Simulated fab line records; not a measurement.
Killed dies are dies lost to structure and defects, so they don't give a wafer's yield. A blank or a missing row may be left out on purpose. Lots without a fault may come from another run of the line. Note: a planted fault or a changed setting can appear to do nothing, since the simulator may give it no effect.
What tool caused it?	flow nand harc	42 wafers from 14 lots sampled at 4 of the route's 1302 steps

== WHAT EACH GAUGE READ, for each wafer ==
The record holds no reading of a measuring or inspecting step that can be judged against a usual standard deviation.

== TOOL THAT RAN EACH LOT (tool first, then ch and the chambers of the sampled wafers, then the start) ==
lot	NHARC_A_BONDPAD_DEGAS_25	NHARC_THIN_TSV_DEP_47	NHARC_THIN_TSV_ETCHBACK_48	NHARC_THIN_TSV_DEGAS_49
L378	pvd sputter-03, day 23 20:25	pecvd-03 ch 0,2, day 24 13:16	rie diel-11 ch 0,1,3, day 24 13:40	pvd sputter-03, day 24 14:12
L376	pvd sputter-01, day 23 21:53	pecvd-02 ch 0,1,2, day 24 12:12	rie diel-11 ch 1,2,3, day 24 12:33	pvd sputter-01, day 24 13:02
L375	pvd sputter-02, day 24 00:09	pecvd-01 ch 0,2, day 24 15:40	rie diel-10 ch 0,2,3, day 24 16:07	pvd sputter-01, day 24 16:35
L380	pvd sputter-01, day 24 19:38	pecvd-03 ch 0,1, day 25 15:13	rie diel-10 ch 1,2, day 25 15:37	pvd sputter-02, day 25 16:09
L379	pvd sputter-03, day 24 20:36	pecvd-01 ch 0,2, day 25 14:01	rie diel-11 ch 2,3, day 25 14:25	pvd sputter-02, day 25 14:56
L381	pvd sputter-03, day 25 19:38	pecvd-03 ch 0,2, day 26 13:39	rie diel-13 ch 1,2, day 26 14:01	pvd sputter-03, day 26 14:32
L382	pvd sputter-02, day 26 03:50	pecvd-01 ch 1,2, day 26 19:29	rie diel-13 ch 0,1,2, day 26 19:58	pvd sputter-02, day 26 20:25
L385	pvd sputter-02, day 28 04:20	pecvd-02 ch 0,1,2, day 29 00:56	rie diel-13 ch 0,3, day 29 01:22	pvd sputter-01, day 29 01:53
L384	pvd sputter-03, day 28 07:17	pecvd-03 ch 1,2, day 29 03:15	rie diel-13 ch 0,3, day 29 03:37	pvd sputter-03, day 29 04:08
L394	pvd sputter-03, day 31 04:40	pecvd-01 ch 0,1,2, day 31 20:11	rie diel-13 ch 0,2,3, day 31 20:35	pvd sputter-02, day 31 21:07
L393	pvd sputter-03, day 31 06:39	pecvd-03 ch 0,1, day 32 05:17	rie diel-13 ch 2,3, day 32 05:37	pvd sputter-01, day 32 06:07
L395	pvd sputter-03, day 31 12:43	pecvd-03 ch 0,1,2, day 32 06:34	rie diel-13 ch 1,2,3, day 32 07:01	pvd sputter-03, day 32 07:32
L396	pvd sputter-03, day 32 20:17	pecvd-03 ch 0,1,2, day 33 12:01	rie diel-11 ch 1,2,3, day 33 12:25	pvd sputter-02, day 33 12:57
L398	pvd sputter-02, day 33 15:08	pecvd-02 ch 0,1,2, day 34 07:03	rie diel-10 ch 0,1, day 34 07:19	pvd sputter-01, day 34 07:52
- NHARC_A_BONDPAD_DEGAS_25: time 60 s.
- NHARC_THIN_TSV_DEP_47: deposits SiO2, target thk 200 nm.
- NHARC_THIN_TSV_ETCHBACK_48: etches the open film in C4F8/Ar, target depth 1028.5 nm, time 405.17 s.
- NHARC_THIN_TSV_DEGAS_49: time 120 s.

== AS READ BY THE TOOLS THEMSELVES (means over the sampled wafers that have a number; for cases with no such wafer, the mark the record gives instead) ==
NHARC_A_BONDPAD_DEGAS_25. Usual: heater power w reads 483 W (standard deviation 69).
lot	tool	heater power w (W)	flag
L378	pvd sputter-03	491	
L376	pvd sputter-01	510	
L375	pvd sputter-02	455	
L380	pvd sputter-01	579	
L379	pvd sputter-03	415	
L381	pvd sputter-03	409	
L382	pvd sputter-02	466	
L385	pvd sputter-02	483	
L384	pvd sputter-03	493	
L394	pvd sputter-03	502	
L393	pvd sputter-03	399	
L395	pvd sputter-03	507	
L396	pvd sputter-03	503	
L398	pvd sputter-02	490	

NHARC_THIN_TSV_DEP_47. Usual: chamber pressure Torr 6.500 Torr, standard deviation 0.014; rf fwd power W 897.7 W, standard deviation 2.8; throttle valve pct 15.8 %, standard deviation 0.39.
lot	tool	chamber pressure Torr (Torr)	rf fwd power W (W)	throttle valve pct (%)	flag
L378	pecvd-03	6.491	898.8	15.7	
L376	pecvd-02	6.506	898.0	15.8	
L375	pecvd-01	6.498	896.6	16.2	
L380	pecvd-03	6.501	896.6	15.6	
L379	pecvd-01	6.507	895.2	16.1	
L381	pecvd-03	6.505	895.0	16.2	
L382	pecvd-01	6.506	899.5	15.6	
L385	pecvd-02	6.499	899.8	15.6	
L384	pecvd-03	6.471	898.3	15.8	
L394	pecvd-01	-	-	-	OFF
L393	pecvd-03	-	-	-	OFF
L395	pecvd-03	6.502	898.7	15.7	
L396	pecvd-03	6.494	896.4	15.7	
L398	pecvd-02	6.503	896.0	15.8	

NHARC_THIN_TSV_ETCHBACK_48. Usual: oes product au 0.938 a.u., standard deviation 0.026; rf vpp V 546 V, standard deviation 3.1.
lot	tool	oes product au (a.u.)	rf vpp V (V)	flag
L378	rie diel-11	0.967	547	
L376	rie diel-11	0.924	546	
L375	rie diel-10	0.923	545	
L380	rie diel-10	0.921	546	
L379	rie diel-11	0.934	546	
L381	rie diel-13	0.923	544	
L382	rie diel-13	0.928	549	
L385	rie diel-13	0.932	549	
L384	rie diel-13	0.918	550	
L394	rie diel-13	0.923	546	
L393	rie diel-13	0.930	543	
L395	rie diel-13	0.922	546	
L396	rie diel-11	0.934	546	
L398	rie diel-10	0.979	546	

NHARC_THIN_TSV_DEGAS_49. Usual: heater power w reads 483 W (standard deviation 63).
lot	tool	heater power w (W)	flag
L378	pvd sputter-03	451	
L376	pvd sputter-01	508	
L375	pvd sputter-01	527	
L380	pvd sputter-02	478	
L379	pvd sputter-02	460	
L381	pvd sputter-03	546	
L382	pvd sputter-02	449	
L385	pvd sputter-01	479	
L384	pvd sputter-03	447	
L394	pvd sputter-02	445	
L393	pvd sputter-01	450	
L395	pvd sputter-03	498	
L396	pvd sputter-02	450	
L398	pvd sputter-01	504	

== THE ANSWER, worked out from the rows above alone ==
Rule: a lot is off if the mean of its wafers that have a number lies more than 3 standard deviations from the usual mean. Also off: a lot with no number at a reading for which 4 or more lots have one. Any other lot the step has rows for is counted as sound. After the gauges, taken in route order, come the tools' own readings; for these a lot's mean is taken, as printed above. At the first step where some lot is off, the reading lying furthest off is the one used; lots without a number count as furthest.
Off, at NHARC_THIN_TSV_DEP_47 on chamber pressure Torr: L394, L393. Without a number there: L394, L393.
A tool fits if, at that step or a process step before it, it ran every lot that is off, and no sound lot after the first of them. No candidate that was tried fits.

== WHAT THE SIMULATOR HAD INSERTED ==
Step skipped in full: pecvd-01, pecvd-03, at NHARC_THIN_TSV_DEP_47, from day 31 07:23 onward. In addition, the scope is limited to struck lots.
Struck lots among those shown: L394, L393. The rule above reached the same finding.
